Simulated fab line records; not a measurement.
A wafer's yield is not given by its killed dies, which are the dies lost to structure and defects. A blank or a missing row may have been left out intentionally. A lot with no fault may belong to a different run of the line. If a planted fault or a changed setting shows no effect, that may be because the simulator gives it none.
Chamber matching ; flow n5 finfet ; N5_FIN_SAQP_ALD_61 on ald sin-02: 4 sister chambers
The step deposits SiO2, target thk 4 nm, pulse time 1 s, purge time 2 s. 8 wafers are shown with their chamber, then 7 later ones without.

## WAFERS, EACH WITH ITS CHAMBER
wafer;chamber;heater power w (W);precursor pulse height rel
L080.1;3;490;1.024
L085.2;1;550;1.010
L085.5;1;546;0.976
L087.2;2;558;1.001
L087.4;3;490;1.011
L087.6;0;426;1.014
L088.1;2;555;1.015
L088.3;0;432;1.029

## WAFERS WITH NO CHAMBER GIVEN
wafer;heater power w (W);precursor pulse height rel
L088.4;558;1.002
L093.1;537;1.000
L093.2;560;0.995
L093.6;568;0.940
L096.1;565;0.970
L096.2;497;1.012
L096.6;426;1.011

## CHAMBER TAKEN BY EACH
wafer;from the rows above;in truth
L088.4;2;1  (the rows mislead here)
L093.1;1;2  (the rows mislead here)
L093.2;2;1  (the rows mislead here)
L093.6;can't be placed: 2 or 1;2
L096.1;2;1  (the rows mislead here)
L096.2;3;3
L096.6;0;0
Placed correctly: 2 of 7. Not placeable from these rows: 1 (in 1, the candidates include the true chamber). Wrongly placed: 4.
How it was worked out, from the rows above alone: a wafer's distance from a chamber is the root of the sum, over the readings, of the square of ((its reading less the chamber's mean) divided by the reading's scatter). The wafer belongs to the nearest chamber; if the next one is less than 2 further off, it can't be placed. The mean given for a chamber averages the wafers shown for that chamber. The scatter: take each reading less its chamber's mean, square it, sum over the shown wafers, divide by the number of wafers less the number of chambers, and take the root.
